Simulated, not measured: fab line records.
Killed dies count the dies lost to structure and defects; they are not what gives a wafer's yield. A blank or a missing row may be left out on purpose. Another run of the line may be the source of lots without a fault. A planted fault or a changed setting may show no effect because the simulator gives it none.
Chamber matching | flow n5_finfet | uv_cure-03 running N5_BEOL_M6_CURE_75: 3 sister chambers
The step cures SiCOH lowk, time 120 s. 3 wafers are shown with their chamber, then 11 later ones without.

== WAFERS PAIRED WITH THEIR CHAMBERS ==
wafer  | chamber | wafer_temp_C_max
L088.5 | 0       | 371.9
L090.6 | 1       | 370.8
L091.1 | 2       | 372.0

== WAFERS WITH NO CHAMBER GIVEN ==
wafer  | wafer_temp_C_max
L091.2 | 372.7
L091.6 | 372.2
L092.1 | 370.5
L092.2 | 370.7
L092.3 | 371.1
L095.1 | 371.2
L095.4 | 370.9
L095.5 | 371.3
L097.2 | 371.4
L097.3 | 371.5
L097.6 | 371.9

== EACH ONE'S CHAMBER ==
wafer  | from the rows above          | in truth
L091.2 | can't be placed: 2 or 0      | 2
L091.6 | can't be placed: 2 or 0      | 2
L092.1 | 1                            | 1
L092.2 | 1                            | 1
L092.3 | can't be placed: 1 or 0 or 2 | 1
L095.1 | can't be placed: 1 or 0 or 2 | 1
L095.4 | 1                            | 1
L095.5 | can't be placed: 1 or 0 or 2 | 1
L097.2 | can't be placed: 0 or 1 or 2 | 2
L097.3 | can't be placed: 0 or 2 or 1 | 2
L097.6 | can't be placed: 0 or 2      | 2
Placed correctly: 3 of 11. Unplaceable from these rows: 8, with the true chamber sitting among the candidates in 8. Placed wrongly: 0.
How it was worked out, from the rows above alone: a wafer's distance from a chamber is the root of the sum, over the readings, of the square of ((its reading less the chamber's mean) divided by the reading's scatter). The wafer belongs to the nearest chamber; if the next one is less than 2 further off, it can't be placed. A chamber's mean is the mean of its shown wafers. The scatter: with one shown wafer a chamber, the root of the mean of the squares of how far each hidden wafer lies from its nearest shown one.
